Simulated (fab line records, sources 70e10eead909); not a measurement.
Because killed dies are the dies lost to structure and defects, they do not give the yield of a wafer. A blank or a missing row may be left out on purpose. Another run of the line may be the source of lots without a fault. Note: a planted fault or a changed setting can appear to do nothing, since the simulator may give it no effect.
fab line records | flow nand_harc
record lots=6 | wafers=18 | last_day=33
route steps=1302 shown P_GATE@120 END@1302
lots that met no fault: from a run of the same line without faults
start_h: start of the lot's first displayed wafer, in hours after the record's first day | wait_h: hours from the lot's prior step to this one | " as in the row above | L1.1+2: one row covering several wafers at once | - no value present, or no start provided | * or withheld: withheld | < > ~ a bound
route shown NAME@n: NAME is a module with steps in the file, n the number in the route of the first one | usual: the fault-free wafers' mean and standard deviation | same: alike in all rows | chamber/n: place in a boat | sites: per-site readings | _std_site: the values' standard deviation | _edge_site: outer sites' mean less inner sites' | radius_mm: for every site, how far away it sits from the centre of the wafer | mask NAME#n: copy n | behind: the most recent tool/chamber to have shaped the wafer | hold: cause of the lot's hold/its duration in hours/its outcome | device: the transistor (n, p or np) that didn't switch | end of line: tests run on the same wafers once the route is complete | for a step that has no rows: nothing shown but its recipe | killed: at the first sort, the dies lost to defects and structure; wafer yield is something else | map: shows each die of a wafer: x if killed, . if not, _ if none is there
set.NAME: the run value of the setting; set.NAME@STEP: its run value at that earlier step | model.NAME: the simulator's own value behind a step, which no gauge read
lots at some steps of the route; a table a step, a row a wafer
services: when a tool's chamber went out of use (start_h, in hours from the record's first day, below 0 if earlier), for how many hours, and the reason
## steps
# step NHARC_P_GATE_PEB_09
# recipe peb_temp_c=118 | peb_time_s=85
# step NHARC_P_GATE_DEVELOP_10
# recipe time_s=70
# step NHARC_P_GATE_CD_MEAS_11
# recipe target_cd_nm=1640 | landing_energy_ev=500
# usual cd_nm=1640.6/1.8
# same landing_energy_ev=500
lot.wafer | tool      | chamber | start_h | wait_h | cd_nm
L814.1    | cd_sem-03 | 0       | 123.62  | -      | 1638.9
L814.5    | "         | 0       | "       | "      | 1643.3
L814.6    | "         | 0       | "       | "      | 1640.8
L815.2    | cd_sem-02 | 0       | 129.61  | -      | 1637.2
L815.3    | "         | 0       | "       | "      | 1639.5
L815.5    | "         | 0       | "       | "      | 1636.3
L830.1    | cd_sem-02 | 0       | 281.99  | -      | 1640.7
L830.2    | "         | 0       | "       | "      | 1641.0
L830.3    | "         | 0       | "       | "      | 1641.9
L831.4    | cd_sem-02 | 0       | 288.79  | -      | 1640.5
L831.5    | "         | 0       | "       | "      | 1641.1
L831.6    | "         | 0       | "       | "      | 1641.7
L832.3    | cd_sem-02 | 0       | 304.84  | -      | 1642.2
L832.4    | "         | 0       | "       | "      | 1639.7
L832.5    | "         | 0       | "       | "      | 1639.7
L833.2    | cd_sem-02 | 0       | 317.49  | -      | 1640.6
L833.4    | "         | 0       | "       | "      | 1639.8
L833.6    | "         | 0       | "       | "      | 1639.1
# step NHARC_P_GATE_HARDBAKE_12
# recipe temp_c=125 | time_s=80
# step NHARC_P_GATE_DESCUM_13
# recipe time_s=3 | o2_flow_sccm=200 | ar_flow_sccm=0 | bias_power_w=0 | chemistry=O2
# usual drypump_motor_current_A=5.7/0.46 | oes_product_au=0.998/0.01 | rf_vpp_V=57.8/0.95 | showerhead_plenum_p_Torr=1.91/0.1 | throttle_valve_pct=11.311/0.0089
lot.wafer | tool        | chamber | start_h | wait_h | drypump_motor_current_A | oes_product_au | rf_hours_counter_h | rf_vpp_V | showerhead_plenum_p_Torr | throttle_valve_pct
L814.1    | rie_diel-09 | 2       | 123.78  | -      | 5.5                     | 0.997          | 4.9                | 56.1     | 1.80                     | 11.299
L814.5    | "           | 2       | "       | "      | 5.5                     | 1.006          | -                  | 58.3     | 1.80                     | 11.309
L814.6    | "           | 3       | "       | "      | 5.4                     | 0.993          | -                  | 58.1     | 2.06                     | 11.316
L815.3    | rie_diel-04 | 0       | 129.80  | -      | 5.4                     | 0.992          | 5.4                | 58.2     | 2.05                     | 11.306
L815.2    | "           | 1       | "       | "      | 5.7                     | 0.986          | 6.2                | 59.6     | 1.94                     | 11.310
L815.5    | "           | 3       | "       | "      | 5.9                     | 0.979          | -                  | 58.3     | 1.87                     | 11.288
L830.3    | rie_diel-13 | 1       | 282.16  | -      | 5.3                     | 0.986          | 6.8                | 56.6     | 2.03                     | 11.314
L830.1    | "           | 2       | "       | "      | 5.5                     | 1.003          | 5.9                | 57.2     | 1.92                     | 11.297
L830.2    | "           | 3       | "       | "      | 4.9                     | 1.000          | 6.2                | 57.7     | 2.01                     | 11.320
L831.4    | rie_diel-04 | 2       | 288.95  | -      | 6.8                     | 1.004          | 6.9                | 58.3     | 1.79                     | 11.314
L831.6    | "           | 1       | "       | "      | 5.7                     | 0.999          | -                  | 58.3     | 1.93                     | 11.308
L831.5    | "           | 2       | "       | "      | 6.8                     | 0.990          | -                  | 56.4     | 1.79                     | 11.304
L832.3    | rie_diel-09 | 2       | 304.99  | -      | 5.5                     | 0.987          | 6.8                | 56.6     | 1.80                     | 11.316
L832.4    | "           | 1       | "       | "      | 5.7                     | 0.995          | 7.6                | 56.4     | 1.78                     | 11.303
L832.5    | "           | 2       | "       | "      | 5.5                     | 0.988          | -                  | 56.8     | 1.80                     | 11.311
L833.2    | rie_diel-09 | 0       | 317.64  | -      | 6.5                     | 1.008          | 9.2                | 57.8     | 1.86                     | 11.322
L833.4    | "           | 2       | "       | "      | 5.5                     | 0.989          | 7.8                | 57.8     | 1.80                     | 11.321
L833.6    | "           | 1       | "       | "      | 5.7                     | 0.991          | -                  | 57.9     | 1.78                     | 11.316
# step NHARC_P_GATE_ETCH_14
# recipe target_depth_a=488 | chemistry=dHF | material=SiO2
# step NHARC_P_GATE_STRIP_15
# recipe time_s=780 | temp_c=130 | chemistry=SPM
# step NHARC_P_GATE_PRECLEAN_71
# recipe time_s=* | temp_c=50 | bath_age_min=0 | chemistry=SC1
# step NHARC_P_GATE_SRD_72
# step NHARC_P_GATE_OXIDE_16
# recipe target_thk_a=30 | temp_c=875 | ox_time_s=392 | material=SiO2
# step NHARC_P_GATE_CVD_17
# recipe target_thk_a=1500 | temp_c=620 | time_s=900 | material=poly-Si
# step NHARC_P_GATE_HM_DEP_102
# recipe target_thk_a=1200 | temp_c=400 | material=aC
# usual throttle_valve_pct=35.000/0.0089
lot.wafer | tool       | chamber | start_h | wait_h | throttle_valve_pct
L814.1    | acl_dep-02 | 0       | 136.52  | 0.4    | 35.000
L814.5    | "          | 0       | "       | "      | 34.990
L814.6    | "          | 0       | "       | "      | 34.999
L815.2    | acl_dep-02 | 0       | 142.37  | 0.5    | 34.997
L815.3    | "          | 0       | "       | "      | 35.008
L815.5    | "          | 0       | "       | "      | 35.015
L830.1    | acl_dep-01 | 0       | 294.84  | 0.5    | 34.999
L830.2    | "          | 0       | "       | "      | 34.996
L830.3    | "          | 0       | "       | "      | 34.999
L831.4    | acl_dep-01 | 0       | 305.67  | 4.7    | 35.001
L831.5    | "          | 0       | "       | "      | 35.019
L831.6    | "          | 0       | "       | "      | 34.990
L832.3    | acl_dep-01 | 0       | 317.79  | 0.6    | 35.010
L832.4    | "          | 0       | "       | "      | 35.007
L832.5    | "          | 0       | "       | "      | 35.008
L833.2    | acl_dep-03 | 0       | 330.59  | 0.9    | 35.000
L833.4    | "          | 0       | "       | "      | 34.996
L833.6    | "          | 0       | "       | "      | 35.001
# step NHARC_P_GATE_DEP_103
# recipe target_thk_a=300 | target_thk_nm=30 | temp_c=400 | flow_sccm=200 | rf_w=350 | material=SiON
# usual heater_power_w=814/70
lot.wafer | tool     | chamber | start_h | wait_h | heater_power_w
L814.1    | pecvd-02 | 0       | 137.22  | 0.6    | 773
L814.5    | "        | 2       | "       | "      | 780
L814.6    | "        | 1       | "       | "      | 857
L814.1    | pecvd-02 | 0       | 137.79  | 0.5    | 807
L814.5    | "        | 2       | "       | "      | 779
L814.6    | "        | 1       | "       | "      | 868
L815.3    | pecvd-03 | 2       | 142.93  | 0.3    | 796
L815.2    | "        | 0       | "       | "      | 713
L815.5    | "        | 1       | "       | "      | 985
L815.3    | pecvd-03 | 2       | 143.30  | 0.3    | 784
L815.2    | "        | 0       | "       | "      | 688
L815.5    | "        | 1       | "       | "      | 950
L830.3    | pecvd-01 | 0       | 295.51  | 0.3    | 781
L830.1    | "        | 1       | "       | "      | 776
L830.2    | "        | 2       | "       | "      | 742
L831.5    | pecvd-01 | 0       | 306.10  | 0.2    | 823
L831.6    | "        | 1       | "       | "      | 851
L831.4    | "        | 2       | "       | "      | 753
L832.3    | pecvd-03 | 2       | 318.30  | 0.4    | 702
L832.4    | "        | 1       | "       | "      | 876
L832.5    | "        | 2       | "       | "      | 687
L833.2    | pecvd-03 | 2       | 331.15  | 0.5    | 785
L833.6    | "        | 2       | "       | "      | 791
L833.4    | "        | 0       | "       | "      | 812
# step NHARC_P_GATE_DEHYDRATE_18
# recipe temp_c=150 | time_s=120
# step NHARC_END_SORT_01
# recipe temp_c=25
# usual killed_at_array=55/19 | killed_at_other=0.6/0.99 | killed_at_periphery=4.2/2.6 | killed_dies=60/18 | killed_open=3.4/1.7 | killed_short=2.3/1.5
# same gross_dies=677
lot.wafer | tool      | chamber | start_h | wait_h | killed_at_array | killed_at_other | killed_at_periphery | killed_dies | killed_open | killed_short
L814.1    | prober-02 | 0       | 595.73  | 2.5    | 29              | 0               | 3                   | 32          | 2           | 4
L814.5    | prober-02 | 0       | 598.89  | 3.7    | 34              | 1               | 2                   | 37          | 5           | 2
L814.6    | prober-02 | 0       | 599.68  | 3.9    | 22              | 0               | 6                   | 28          | 3           | 1
L815.2    | prober-01 | 0       | 596.53  | 2.8    | 68              | 1               | 6                   | 75          | 4           | 0
L815.3    | prober-01 | 0       | 597.33  | 3.1    | 72              | 0               | 2                   | 74          | 4           | 3
L815.5    | prober-01 | 0       | 598.92  | 3.7    | 79              | 2               | 5                   | 86          | 5           | 3
L830.1    | prober-01 | 0       | 761.58  | 2.5    | 67              | 0               | 6                   | 73          | 4           | 4
L830.2    | prober-01 | 0       | 762.38  | 2.8    | 62              | 1               | 2                   | 65          | 3           | 0
L830.3    | prober-01 | 0       | 763.18  | 3.1    | 54              | 0               | 6                   | 60          | 2           | 1
# killed by level:class
L814.1 A_CHANNEL_HOLE_D2:chamber_film_flake=7 A_CHANNEL_HOLE_D1:chamber_film_flake=6 A_CONTACT:chamber_film_flake=5 A_ONON_D1:geometric_particle:short=2 P_GATE:chamber_film_flake=2 A_STAIRCASE:chamber_film_flake=2 A_M1:chamber_film_flake=2 P_CONTACT:geometric_particle:open=1
L815.2 A_CHANNEL_HOLE_D1:chamber_film_flake=28 A_CHANNEL_HOLE_D2:chamber_film_flake=22 A_STAIRCASE:chamber_film_flake=6 A_CONTACT:chamber_film_flake=6 P_M2:chamber_film_flake=3 A_WL_FILL:geometric_particle:open=2 P_ZERO_WELL:chamber_film_flake=2 A_DECK1_JOINT:chamber_film_flake=2
L815.3 A_CHANNEL_HOLE_D2:chamber_film_flake=28 A_CHANNEL_HOLE_D1:chamber_film_flake=22 A_STAIRCASE:chamber_film_flake=8 A_DECK1_JOINT:chamber_film_flake=3 P_M2:chamber_film_flake=2 A_CONTACT:chamber_film_flake=2 A_ONON_D1:geometric_particle:open=1 A_ONON_D2:geometric_particle:open=1
L814.5 A_CHANNEL_HOLE_D2:chamber_film_flake=14 A_CONTACT:chamber_film_flake=7 A_CHANNEL_HOLE_D1:chamber_film_flake=3 P_GATE:chamber_film_flake=2 A_M1:chamber_film_flake=2 A_ONON_D1:geometric_particle:short=1 A_CHANNEL_FILL_D1:geometric_particle:open=1 A_DECK1_JOINT:geometric_particle:open=1
L815.5 A_CHANNEL_HOLE_D2:chamber_film_flake=32 A_CHANNEL_HOLE_D1:chamber_film_flake=25 A_STAIRCASE:chamber_film_flake=7 A_CHANNEL_FILL_D2:geometric_particle:open=2 P_STI:chamber_film_flake=2 P_GATE:chamber_film_flake=2 A_CONTACT:chamber_film_flake=2 HYBRID_BOND:chamber_film_flake=2
L814.6 P_GATE:chamber_film_flake=5 A_CHANNEL_HOLE_D2:chamber_film_flake=5 A_STAIRCASE:chamber_film_flake=4 A_CHANNEL_HOLE_D1:chamber_film_flake=3 A_CONTACT:chamber_film_flake=3 A_M1:chamber_film_flake=3 A_SOURCE_PLATE:geometric_particle:open=1 A_CHANNEL_FILL_D1:geometric_particle:open=1
L830.1 A_CHANNEL_HOLE_D2:chamber_film_flake=26 A_CHANNEL_HOLE_D1:chamber_film_flake=10 A_SLIT:chamber_film_flake=8 A_CONTACT:chamber_film_flake=8 A_WL_FILL:chamber_film_flake=5 P_M2:chamber_film_flake=3 A_WL_FILL:geometric_particle:short=2 A_STAIRCASE:chamber_film_flake=2
L830.2 A_CHANNEL_HOLE_D2:chamber_film_flake=26 A_CHANNEL_HOLE_D1:chamber_film_flake=17 A_WL_FILL:chamber_film_flake=4 A_CONTACT:chamber_film_flake=4 A_SLIT:chamber_film_flake=3 A_DECK1_JOINT:chamber_film_flake=3 P_M2:chamber_film_flake=2 A_CHANNEL_FILL_D1:geometric_particle:open=1
L830.3 A_CHANNEL_HOLE_D2:chamber_film_flake=19 A_CHANNEL_HOLE_D1:chamber_film_flake=12 A_SLIT:chamber_film_flake=10 P_M2:chamber_film_flake=4 A_DECK1_JOINT:chamber_film_flake=3 A_STAIRCASE:chamber_film_flake=3 A_WL_FILL:chamber_film_flake=2 A_CONTACT:chamber_film_flake=2
## services
tool        | chamber | start_h | hours | kind
rie_diel-04 | 2       | 109.66  | 6.8   | repair
acl_dep-03  | -       | 117.56  | 13.0  | pm
pecvd-01    | 2       | 121.81  | 6.7   | repair
pecvd-01    | -       | 130.00  | 13.0  | pm
rie_diel-09 | -       | 143.13  | 9.0   | pm
pecvd-01    | 2       | 146.83  | 11.0  | repair
rie_diel-04 | -       | 177.97  | 9.0   | pm
rie_diel-09 | -       | 182.81  | 0.9   | repair
pecvd-03    | -       | 185.00  | 13.0  | pm
acl_dep-01  | -       | 186.31  | 13.0  | pm
pecvd-03    | 2       | 212.01  | 2.9   | repair
acl_dep-01  | -       | 223.88  | 8.1   | repair
rie_diel-09 | 0       | 227.22  | 16.6  | repair
pecvd-02    | -       | 227.73  | 13.0  | pm
rie_diel-09 | 2       | 227.75  | 3.5   | repair
pecvd-01    | 0       | 244.33  | 8.0   | repair
pecvd-03    | 0       | 246.28  | 14.8  | repair
acl_dep-02  | -       | 248.77  | 13.0  | pm
pecvd-02    | -       | 260.28  | 3.9   | repair
pecvd-03    | -       | 260.54  | 40.8  | repair
pecvd-01    | -       | 311.00  | 13.0  | pm
rie_diel-09 | 2       | 311.39  | 3.0   | repair
rie_diel-09 | -       | 320.13  | 9.0   | pm
pecvd-01    | -       | 330.75  | 0.5   | repair
## key
first_sign step=NHARC_P_GATE_DEP_103 | reading=visit | direction=added
effect none on later readings
met_at NHARC_P_GATE_DEP_103
struck_wafers L814.1,L814.5,L814.6,L815.2,L815.3,L815.5
tester_left_out L814,L815
fault kind=repeated_step_whole | tool=pecvd-01,pecvd-02,pecvd-03 | chamber=- | onset_h=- | steps=NHARC_P_GATE_DEP_103 | times=1 | scope=struck_lots_only
# tester_left_out: of these lots the tester's yield and bins aren't shown, on N5 and GAA mostly nor the transistor test; their killed dies are dies lost to structure and defects alone, not to doping, threshold or leakage, so they don't give the yield
